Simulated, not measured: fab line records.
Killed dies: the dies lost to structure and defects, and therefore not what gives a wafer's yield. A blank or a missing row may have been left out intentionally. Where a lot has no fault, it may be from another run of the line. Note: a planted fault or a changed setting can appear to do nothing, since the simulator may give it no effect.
fab line records | flow n5Finfet
[record] lots = 8 wafers = 24 lastDay = 16
route steps=1938 shown BEOL_M4@1111 BEOL_M11@1539 PASSIVATION@1936
lots with no fault: from the same line, run without faults
startH: start of the lot's first displayed wafer, in hours after the record's first day | waitH: time in hours since the lot's previous step | " repeats the value in the row above | L1.1+2: a single row standing in for several wafers | - either no value or no given start | * or withheld: withheld | < > ~ a bound
route shown NAME@n: a module of which the file shows steps, and the number in the route of the first | usual: mean/standard deviation taken from wafers without a fault | same: alike in all rows | chamber/n: place in a boat | sites: each site's reading | _std_site: standard deviation of those values | _edge_site: outer sites' mean less inner sites' | radiusMm: how far each site lies from the wafer's centre | mask NAME#n: copy n | behind: the last tool/chamber to shape the wafer | hold: what put the lot on hold/how long, in hours/how the hold closed | device: whichever transistor did not switch (one of n, p or np) | end of line: the route-end tests of the same wafers | step lacking rows: just its recipe | killed: dies that structure and defects cost at the first sort, which is not the same as the wafer's yield | map: a wafer's dies, x killed, . not, _ none there
set.NAME: the setting the step ran with; set.NAME@STEP: the setting that earlier step ran with | model.NAME: the simulator's own value behind a step, which no gauge read
steps of the route over a sample of lots; a table a step, a row a wafer
services: when a tool's chamber went out of use (startH, in hours from the record's first day, below 0 if earlier), for how many hours, and the reason
[[steps]]
[step N5_BEOL_M4_RC_MEAS_101]
[usual] DIBL_N = 36.4/1.5 DIBL_P = 36.6/1.9 IOFF_N = 0.155/0.021 IOFF_P = 0.211/0.028 ION_N = 671/8.6 ION_P = 462/5.8 SS_N = 71.5/0.5 SS_P = 73.4/0.58 VT_N = 250.1/2.4 VT_P = -250.1/3
// columns lot.wafer tool chamber startH waitH DIBL_N[mV/V] DIBL_P[mV/V] IOFF_N[nA/um] IOFF_P[nA/um] ION_N[uA/um] ION_P[uA/um] SS_N[mV/dec] SS_P[mV/dec] VT_N[mV] VT_P[mV]
L206.1 prober-01 0 178.75 0.0 36.4 37.3 0.155 0.241 671 472 71.1 73.9 248.2 -247.0
L206.2 " 0 " " 36.8 37.6 0.159 0.256 664 466 70.7 73.5 248.4 -247.3
L206.4 " 0 " " 36.8 38.0 0.158 0.251 675 469 71.4 74.1 250.2 -246.1
L207.1 prober-01 0 186.47 0.0 37.2 39.2 0.161 0.217 673 462 71.3 73.6 252.4 -251.4
L207.5 " 0 " " 38.2 39.4 0.176 0.220 674 460 72.0 73.9 250.6 -250.6
L207.6 " 0 " " 34.9 36.1 0.127 0.173 660 453 71.1 72.8 256.3 -252.3
L210.2 prober-02 0 207.85 0.2 36.5 36.7 0.155 0.208 673 460 71.6 73.4 250.9 -250.0
L210.5 " 0 " " 34.8 33.9 0.126 0.179 664 459 71.2 72.0 250.4 -253.1
L210.6 " 0 " " 36.1 36.1 0.144 0.205 669 462 71.3 73.7 252.1 -252.4
L216.2 prober-01 0 236.81 0.2 34.5 32.8 0.128 0.193 666 461 70.5 73.8 250.2 -249.4
L216.5 " 0 " " 38.3 37.4 0.196 0.279 681 475 71.3 73.9 242.4 -240.7
L216.6 " 0 " " 37.3 35.7 0.183 0.255 686 479 72.2 73.6 245.2 -242.6
L217.3 prober-01 0 244.51 0.3 36.8 35.7 0.153 0.200 669 461 71.3 73.3 250.2 -250.9
L217.5 " 0 " " 36.4 34.3 0.132 0.178 669 457 71.5 72.7 254.0 -251.9
L217.6 " 0 " " 37.2 35.9 0.162 0.203 672 461 72.4 72.8 247.5 -250.6
L219.1 prober-02 0 253.13 0.0 36.7 36.3 0.153 0.211 667 461 71.8 73.5 250.2 -251.3
L219.3 " 0 " " 37.1 36.5 0.157 0.212 678 467 71.4 73.0 248.7 -250.3
L219.6 " 0 " " 37.5 38.4 0.169 0.252 690 474 71.5 74.4 245.7 -248.6
L220.1 prober-01 0 273.76 0.0 37.7 37.4 0.158 0.238 669 463 72.0 73.7 249.9 -249.9
L220.3 " 0 " " 37.2 37.2 0.149 0.240 665 462 71.5 73.4 249.9 -250.2
L220.5 " 0 " " 38.2 38.3 0.169 0.260 671 471 71.9 73.4 249.4 -246.3
L223.1 prober-01 0 280.43 0.0 36.9 37.3 0.160 0.221 665 459 71.8 73.4 252.5 -247.9
L223.2 " 0 " " 37.9 38.5 0.186 0.218 686 461 71.9 73.7 247.3 -250.5
L223.4 " 0 " " 37.3 37.8 0.171 0.209 677 460 71.3 73.5 247.6 -250.5
[step N5_BEOL_M11_PECVD_70]
[recipe] material = SiO2 targetThkA = 200 tempC = 400 precursor = TEOS/O2 pressureTorr = 5.5 rfW = 450 teosFlowSccm = 53.8 gas = O2 flowSccm = 3000 timeS = 22.7
[usual] heaterPowerW = 767/120 showerheadPlenumPTorr = 8.81/0.038 showerheadVppV = 1309/83 throttleValvePct = 21.8/1.1
// columns lot.wafer tool chamber startH waitH heaterPowerW showerheadPlenumPTorr showerheadVppV throttleValvePct
L206.1 pecvd-03 2 234.11 0.0 805 8.85 1203 22.6
L206.2 " 1 " " 892 8.80 1470 22.6
L206.4 " 0 " " 807 8.78 1252 20.0
L207.1 pecvd-03 1 235.56 0.0 974 8.78 1471 23.0
L207.5 " 1 " " 1014 8.78 1469 22.6
L207.6 " 0 " " 834 8.77 1259 20.1
L210.2 pecvd-04 2 265.42 0.0 614 8.76 1253 21.0
L210.5 " 0 " " 665 8.86 1321 21.3
L210.6 " 2 " " 613 8.78 1265 20.9
L216.2 pecvd-04 2 291.36 0.0 597 8.77 1272 21.0
L216.5 " 2 " " 585 8.78 1289 21.2
L216.6 " 1 " " 930 8.81 1297 23.3
L217.3 pecvd-04 2 298.55 0.0 563 8.74 1262 21.3
L217.5 " 1 " " 923 8.82 1287 23.3
L217.6 " 0 " " 581 8.83 1321 21.1
L219.1 pecvd-01 0 309.49 0.0 621 8.84 1347 21.6
L219.3 " 1 " " 711 8.87 1313 22.5
L219.6 " 0 " " 628 8.81 1376 21.8
L220.1 pecvd-01 1 330.20 0.0 673 8.84 1304 22.2
L220.3 " 0 " " 633 8.80 1394 21.8
L220.5 " 2 " " 737 8.88 1293 21.7
L223.1 pecvd-03 1 339.03 0.0 983 8.78 1484 22.6
L223.2 " 2 " " 843 8.85 1179 22.4
L223.4 " 2 " " 848 8.82 1196 22.7
[step N5_BEOL_M11_HM_DEP_02]
[recipe] material = TiN targetThkA = 200 tempC = 25 chamberPressurePa = 0.49996
[usual] substrateTempC = 24.98/0.1 throttleValvePct = 30.0/0.99
// columns lot.wafer tool chamber startH waitH substrateTempC throttleValvePct
L206.1 pvdSputter-03 - 235.78 1.7 24.97 28.8
L206.2 " - " " 25.12 29.8
L206.4 " - " " 24.95 31.2
L207.1 pvdSputter-01 - 236.34 0.8 24.90 30.2
L207.5 " - " " 25.06 30.7
L207.6 " - " " 25.02 29.6
L210.2 pvdSputter-01 - 267.05 1.6 25.09 31.0
L210.5 " - " " 24.84 30.9
L210.6 " - " " 25.01 29.6
L216.2 pvdSputter-01 - 291.92 0.5 24.75 30.8
L216.5 " - " " 25.01 29.5
L216.6 " - " " 24.97 30.4
L217.3 pvdSputter-03 - 299.39 0.8 25.04 29.8
L217.5 " - " " 25.20 31.3
L217.6 " - " " 24.95 28.6
L219.1 pvdSputter-01 - 310.79 1.3 24.98 30.9
L219.3 " - " " 24.93 30.5
L219.6 " - " " 24.74 29.4
L220.1 pvdSputter-02 - 330.63 0.4 25.07 28.6
L220.3 " - " " 25.04 31.6
L220.5 " - " " 24.99 28.8
L223.1 pvdSputter-02 - 341.39 2.3 24.98 31.4
L223.2 " - " " 24.95 29.0
L223.4 " - " " 25.09 30.3
[step N5_BEOL_M11_CD_MEAS_18]
[recipe] pitchNm = 140 targetCdNm = 70
[usual] cdNm = 70.0/0.47
// columns lot.wafer tool chamber startH waitH cdNm
L206.1 cdSem-03 - 236.82 0.0 70.3
L206.2 " - " " 70.0
L206.4 " - " " 69.5
L207.1 cdSem-02 - 237.25 0.0 69.6
L207.5 " - " " 69.1
L207.6 " - " " 70.3
L210.2 cdSem-03 - 268.00 0.1 70.2
L210.5 " - " " 70.0
L210.6 " - " " 70.4
L216.2 cdSem-03 - 292.96 0.1 69.3
L216.5 " - " " 69.1
L216.6 " - " " 69.1
L217.3 cdSem-01 - 300.46 0.1 70.4
L217.5 " - " " 70.7
L217.6 " - " " 70.2
L219.1 cdSem-02 - 312.08 0.0 69.0
L219.3 " - " " 69.5
L219.6 " - " " 69.6
L220.1 cdSem-02 - 331.54 0.0 70.6
L220.3 " - " " 70.7
L220.5 " - " " 70.9
L223.1 cdSem-03 - 342.43 0.0 69.7
L223.2 " - " " 70.1
L223.4 " - " " 69.2
[step N5_BEOL_M11_VIA_ETCH_34]
[recipe] chemistry = C4F6/O2 target = SiCOH_lowk targetDepthA = 1845 maskMaterial = SOC taperDeg = 4 timeS = 69.2 ionEnergyEv = 250 pressureMtorr = 30 sourceW = 345 biasW = 185 Ar_flow_sccm = 300 C4F6_flow_sccm = 10 O2_flow_sccm = 10
[usual] drypumpMotorCurrentA = 5.6/0.45 oesProductAu = 0.80/0.093 rfVppV = 664/12 showerheadPlenumPTorr = 2.86/0.086 throttleValvePct = 20.85/0.22
// columns lot.wafer tool chamber startH waitH drypumpMotorCurrentA oesProductAu rfHoursCounterH rfVppV showerheadPlenumPTorr throttleValvePct
L206.1 rieDiel-02 3 238.46 0.0 5.8 0.73 191 678 2.95 20.94
L206.2 " 1 " " 5.4 0.86 53 675 2.88 20.58
L206.4 " 0 " " 5.9 0.88 48 677 3.00 20.40
L207.1 rieDiel-03 3 238.62 0.0 5.3 0.70 211 662 2.83 20.97
L207.5 " 0 " " 5.5 0.80 - 654 2.85 20.73
L207.6 " 2 " " 4.8 0.92 - 655 2.91 20.85
L210.2 rieDiel-03 3 269.98 0.0 5.4 0.68 226 663 2.82 20.99
L210.5 " 3 " " 5.4 0.68 - 662 2.82 21.00
L210.6 " 0 " " 5.5 0.79 - 653 2.84 20.74
L216.2 rieDiel-03 0 294.47 0.0 5.6 0.29 137 654 2.84 20.61
L216.5 " 1 " " 5.4 0.29 - 660 2.86 20.68
L216.6 " 0 " " 5.5 0.29 - 654 2.84 20.62
L217.3 rieDiel-05 1 302.02 0.0 5.0 0.69 246 657 2.91 20.81
L217.5 " 0 " " 6.4 0.94 - 667 2.80 20.97
L217.6 " 1 " " 5.0 0.69 - 657 2.91 20.81
L219.1 rieDiel-02 1 313.84 0.0 5.4 0.31 65 674 2.87 20.47
L219.3 " 0 " " 5.9 0.32 65 677 2.99 20.26
L219.6 " 0 " " 5.9 0.32 - 678 2.99 20.26
L220.1 rieDiel-05 2 332.69 0.0 6.3 0.93 12 686 3.02 20.83
L220.3 " 1 " " 5.0 1.02 1 659 2.91 20.47
L220.5 " 0 " " 6.4 0.91 - 666 2.79 21.00
L223.1 rieDiel-02 3 343.63 0.0 5.7 0.71 214 678 2.94 21.01
L223.2 " 0 " " 5.9 0.86 74 678 2.99 20.44
L223.4 " 2 " " 5.2 0.73 204 647 2.81 21.02
[step N5_BEOL_M11_OCD_MEAS_38]
[usual] trenchDepthNm = 149.3/2.1
// columns lot.wafer tool chamber startH waitH trenchDepthNm
L206.1 ocd-02 - 238.74 - 148.0
L206.2 " - " " 151.3
L206.4 " - " " 148.8
L207.1 ocd-02 - 238.91 - 145.5
L207.5 " - " " 150.1
L207.6 " - " " 150.6
L210.2 ocd-02 - 270.27 - 146.7
L210.5 " - " " 146.7
L210.6 " - " " 149.7
L216.2 ocd-02 - 294.75 - -
L216.5 " - " " -
L216.6 " - " " -
L217.3 ocd-01 - 302.31 - 144.5
L217.5 " - " " 152.5
L217.6 " - " " 144.3
L219.1 ocd-01 - 314.12 - -
L219.3 " - " " -
L219.6 " - " " -
L220.1 ocd-01 - 332.97 - 152.4
L220.3 " - " " 152.9
L220.5 " - " " 152.4
L223.1 ocd-02 - 343.91 - 146.2
L223.2 " - " " 146.5
L223.4 " - " " 148.9
[step N5_BEOL_M11_CD_MEAS_35]
[recipe] targetCdNm = 70 polarity = opening
[usual] cdNm = 69.9/0.47
// columns lot.wafer tool chamber startH waitH cdNm
L206.1 cdSem-03 - 238.89 0.0 69.8
L206.2 " - " " 69.8
L206.4 " - " " 69.7
L207.1 cdSem-02 - 239.07 0.0 69.7
L207.5 " - " " 69.0
L207.6 " - " " 70.0
L210.2 cdSem-01 - 270.42 0.0 70.0
L210.5 " - " " 70.1
L210.6 " - " " 70.3
L216.2 cdSem-01 - 294.90 0.0 -
L216.5 " - " " -
L216.6 " - " " -
L217.3 cdSem-03 - 302.46 0.0 70.6
L217.5 " - " " 70.6
L217.6 " - " " 70.2
L219.1 cdSem-02 - 314.37 0.0 -
L219.3 " - " " -
L219.6 " - " " -
L220.1 cdSem-02 - 333.13 0.0 70.6
L220.3 " - " " 70.4
L220.5 " - " " 71.2
L223.1 cdSem-01 - 344.10 0.0 69.8
L223.2 " - " " 69.6
L223.4 " - " " 68.8
[step N5_BEOL_M11_ALD_74]
[recipe] material = TaN targetThkA = 20 tempC = 275 aldPrecursorFamily = PDMAT aldCoReactant = NH3 pressureTorr = 3 carrierFlowSccm = 1500 pulseTimeS = 2 purgeTimeS = 3 coReactantPurgeTimeS = 2 coReactantPulseTimeS = 3 aldCycles = 40 precursorVesselTempC = 75 precursorVesselPressureTorr = 26.25 precursorVesselCarrierSccm = 1000
[usual] heaterPowerW = 428/36 mfcCarrierSccm = 1501/4.5
// columns lot.wafer tool chamber startH waitH heaterPowerW mfcCarrierSccm
L206.1 aldMetal-02 1 239.83 0.0 468 1501
L206.2 " 3 " " 374 1491
L206.4 " 3 " " 392 1497
L207.1 aldMetal-01 1 240.04 0.0 445 1503
L207.5 " 3 " " 445 1505
L207.6 " 0 " " 383 1508
L210.2 aldMetal-03 0 270.88 0.0 393 1503
L210.5 " 1 " " 435 1501
L210.6 " 0 " " 391 1505
L216.2 aldMetal-01 1 295.67 0.0 455 1509
L216.5 " 0 " " 396 1499
L216.6 " 2 " " 515 1489
L217.3 aldMetal-03 1 303.01 0.1 440 1500
L217.5 " 2 " " 439 1499
L217.6 " 3 " " 421 1492
L219.1 aldMetal-03 2 315.40 0.0 438 1508
L219.3 " 3 " " 430 1502
L219.6 " 3 " " 425 1507
L220.1 aldMetal-03 3 334.21 0.0 430 1496
L220.3 " 0 " " 398 1502
L220.5 " 2 " " 413 1497
L223.1 aldMetal-03 2 344.63 0.0 435 1501
L223.2 " 1 " " 446 1505
L223.4 " 0 " " 392 1492
[step N5_PASSIVATION_PROBE_49]
[usual] defectLimitedYield = 91.5/1.4 killed_at_M0_to_M3 = 33/10 killed_at_M4_up = 13/5 killedAtContacts = 13/5.6 killedAtFrontEnd = 38/12 killedAtOther = 3.9/2.7 killedDies = 100/16 killedOnRim = 13/4 killedOpen = 66/13 killedShort = 32/7.2 sort_bin_5_function = 5.0/0.97 sort_bin_6_memory = 3.2/0.61 sortNPass = 1080/16 sortYieldPct = 91.5/1.4
[same] grossDies = 1180 killedAtBackSide = 0 sort_bin_4_leakage[%] = 0 sort_bin_8_speed[%] = 0
// columns lot.wafer tool chamber startH waitH defectLimitedYield[%] killed_at_M0_to_M3 killed_at_M4_up killedAtContacts killedAtFrontEnd killedAtOther killedDies killedOnRim killedOpen killedShort sort_bin_5_function[%] sort_bin_6_memory[%] sortNPass sortYieldPct[%]
L216.2 prober-01 - 337.06 0.1 0 31 1064 28 55 2 1180 152 87 41 95.6 4.2 0 0
L216.5 prober-01 - 337.21 0.2 0 43 1080 20 32 5 1180 152 74 39 95.5 3.8 0 0
L216.6 prober-01 - 337.26 0.3 0 43 1086 15 34 2 1180 152 68 30 95.8 3.8 0 0
L217.3 prober-02 - 342.83 0.1 90.7 38 10 6 51 5 110 11 62 45 4.7 4.1 1070 90.7
L217.5 prober-02 - 342.93 0.2 91.8 26 6 7 55 3 97 11 48 47 4.5 3.2 1083 91.8
L217.6 prober-02 - 342.98 0.3 90.7 28 13 13 51 5 110 13 65 43 4.6 4.3 1070 90.7
L219.1 prober-02 - 356.75 0.0 0 29 1112 18 21 0 1180 152 54 33 97.2 2.5 0 0
L219.3 prober-02 - 356.85 0.1 0 52 1089 12 24 3 1180 152 74 29 96.8 3.0 0 0
L219.6 prober-02 - 357.00 0.3 0 35 1095 8 39 3 1180 152 71 20 97.4 2.5 0 0
L223.1 prober-02 - 392.38 0.0 91.0 27 13 10 52 4 106 9 72 33 5.6 3.2 1074 91.0
L223.2 prober-02 - 392.43 0.1 93.8 20 9 8 31 5 73 11 46 25 3.5 2.6 1107 93.8
L223.4 prober-02 - 392.53 0.2 90.0 42 19 25 29 3 118 20 78 37 5.3 4.0 1062 90.0
// killed by level:class
L216.2 BEOL_M11:areaOpen=1050 STI_FIN_REVEAL:geometricParticle:open=25 MOL_CONTACT_COAG:geometricParticle:open=20 FIN_SAQP:geometricParticle:open=9 BEOL_M0_SAQP:geometricParticle:open=9 BEOL_M0_SAQP:geometricParticle:short=9 FIN_SAQP:geometricParticle:short=8 MOL_CONTACT_COAG:geometricParticle:short=8
L216.5 BEOL_M11:areaOpen=1066 MOL_CONTACT_COAG:geometricParticle:open=15 BEOL_M0_SAQP:geometricParticle:short=13 BEOL_M0_SAQP:geometricParticle:open=13 FIN_SAQP:geometricParticle:open=9 BEOL_M4:geometricParticle:open=7 FIN_SAQP:geometricParticle:short=6 STI_FIN_REVEAL:geometricParticle:open=6
L216.6 BEOL_M11:areaOpen=1082 FIN_SAQP:geometricParticle:open=15 MOL_CONTACT_COAG:geometricParticle:open=14 BEOL_M2:geometricParticle:open=12 BEOL_M1:geometricParticle:open=7 BEOL_M3:geometricParticle:open=7 BEOL_M0_SAQP:geometricParticle:short=6 FIN_SAQP:geometricParticle:short=5
L217.3 FIN_SAQP:geometricParticle:short=11 STI_FIN_REVEAL:geometricParticle:open=11 BEOL_M0_SAQP:geometricParticle:short=11 BEOL_M0_SAQP:geometricParticle:open=10 FIN_SAQP:geometricParticle:open=8 BEOL_M2:geometricParticle:open=6 BEOL_M5:geometricParticle:open=5 GATE_CUT:geometricParticle:open=4
L217.5 BEOL_M0_SAQP:geometricParticle:short=15 FIN_SAQP:geometricParticle:short=14 FIN_SAQP:geometricParticle:open=11 STI_FIN_REVEAL:geometricParticle:open=10 GATE_CUT:geometricParticle:short=7 MOL_CONTACT_COAG:geometricParticle:open=6 BEOL_M0_SAQP:geometricParticle:open=5 BEOL_M5:geometricParticle:open=4
L217.6 FIN_SAQP:geometricParticle:open=14 STI_FIN_REVEAL:geometricParticle:open=10 FIN_SAQP:geometricParticle:short=9 MOL_CONTACT_COAG:geometricParticle:open=9 BEOL_M0_SAQP:geometricParticle:open=7 BEOL_M0_SAQP:geometricParticle:short=7 GATE_CUT:geometricParticle:open=6 BEOL_M1:geometricParticle:short=6
L219.1 BEOL_M11:areaOpen=1093 MOL_CONTACT_COAG:geometricParticle:open=10 BEOL_M4:geometricParticle:open=9 MOL_CONTACT_COAG:geometricParticle:short=8 BEOL_M3:geometricParticle:open=8 FIN_SAQP:geometricParticle:open=4 BEOL_M0_SAQP:geometricParticle:short=4 BEOL_M2:geometricParticle:short=4
L219.3 BEOL_M11:areaOpen=1075 BEOL_M0_SAQP:geometricParticle:short=12 BEOL_M3:geometricParticle:open=11 MOL_CONTACT_COAG:geometricParticle:open=9 BEOL_M2:geometricParticle:open=8 BEOL_M0_SAQP:geometricParticle:open=6 BEOL_M4:geometricParticle:open=6 DUMMY_GATE:geometricParticle:open=5
L219.6 BEOL_M11:areaOpen=1089 STI_FIN_REVEAL:geometricParticle:open=11 BEOL_M1:geometricParticle:open=10 FIN_SAQP:geometricParticle:short=9 BEOL_M0_SAQP:geometricParticle:open=9 FIN_SAQP:geometricParticle:open=8 MOL_CONTACT_COAG:geometricParticle:open=8 BEOL_M2:geometricParticle:open=7
L223.1 STI_FIN_REVEAL:geometricParticle:open=19 FIN_SAQP:geometricParticle:short=8 FIN_SAQP:geometricParticle:open=7 MOL_CONTACT_COAG:geometricParticle:open=7 BEOL_M1:geometricParticle:open=7 STI_FIN_REVEAL:geometricParticle:short=6 BEOL_M0_SAQP:geometricParticle:short=6 BEOL_M5:geometricParticle:open=5
L223.2 FIN_SAQP:geometricParticle:short=10 FIN_SAQP:geometricParticle:open=9 MOL_CONTACT_COAG:geometricParticle:open=7 BEOL_M3:geometricParticle:open=5 STARTING-WAFER:geometricParticle:short=4 BEOL_M1:geometricParticle:open=3 BEOL_M2:geometricParticle:short=3 BEOL_M2:geometricParticle:open=3
L223.4 MOL_CONTACT_COAG:geometricParticle:open=14 MOL_CONTACT_COAG:geometricParticle:short=11 BEOL_M2:geometricParticle:open=11 BEOL_M1:geometricParticle:open=9 DUMMY_GATE:geometricParticle:open=8 BEOL_M0:geometricParticle:open=7 BEOL_M4:geometricParticle:open=7 BEOL_M0_SAQP:geometricParticle:open=6
[[services]]
// columns tool chamber startH hours kind
rieDiel-05 0 215.24 3.8 repair
pecvd-04 0 218.92 5.0 scheduledDown
aldMetal-02 2 230.35 24.7 repair
pecvd-01 2 232.62 4.2 repair
rieDiel-05 0 241.21 - clean
rieDiel-05 0 241.21 - consumableReplace:focusRing
rieDiel-05 0 241.21 16.2 scheduledDown
rieDiel-05 0 241.21 16.2 ventCycle
rieDiel-02 - 243.38 28.1 pm
rieDiel-05 - 253.86 0.2 repair
aldMetal-03 - 255.55 1.3 repair
aldMetal-01 1 257.38 3.0 repair
pecvd-04 1 264.91 2.1 scheduledDown
aldMetal-01 3 273.28 24.0 repair
pecvd-03 - 286.97 14.6 pm
rieDiel-02 3 290.29 7.6 repair
aldMetal-02 1 295.06 7.0 repair
pecvd-04 0 295.89 2.1 scheduledDown
rieDiel-02 1 297.44 11.5 repair
aldMetal-02 - 299.34 2.8 pm
rieDiel-03 0 312.23 12.7 repair
aldMetal-01 - 318.16 2.3 repair
pecvd-04 - 335.87 1.0 repair
aldMetal-02 - 337.25 14.0 pm
[[key]]
[firstSign] step = N5_BEOL_M11_VIA_ETCH_34 reading = oesProductAu direction = down sigmas = 5.4 usual = 0.80 struck = 0.30
[effect] step = N5_BEOL_M11_OCD_MEAS_38 reading = trenchDepthNm direction = missing
[effect] step = N5_BEOL_M11_CD_MEAS_35 reading = cdNm direction = missing
[effect] step = N5_PASSIVATION_PROBE_49 reading = killed_at_M4_up direction = up sigmas = 99+ usual = 13 struck = 1088
[moreKillsBornAt] N5_BEOL_M11_HM_OPEN_17@rieMetal-01 = 3257 N5_BEOL_M11_HM_OPEN_17@rieMetal-03 = 3198
metAt N5_BEOL_M11_HM_DEP_02
struckLots L216,L219
laterRowsLeftOut L216.2,L216.5,L216.6,L219.1,L219.3,L219.6
notActingAt N5_BEOL_M11_PECVD_70,N5_BEOL_M11_CD_MEAS_18,N5_BEOL_M11_ALD_74
onsetBetween 267.05 291.92
[fault] kind = processParameterDrift tool = pvdSputter-01 chamber = - onsetH = 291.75 steps = N5_BEOL_M11_HM_DEP_02 channel = targetThkA offset = * shape = step endH = 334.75 actsIn = * stated = *
// laterRowsLeftOut: the simulator's readings of these wafers behind a module that went badly wrong aren't trusted and aren't shown, but for the sort
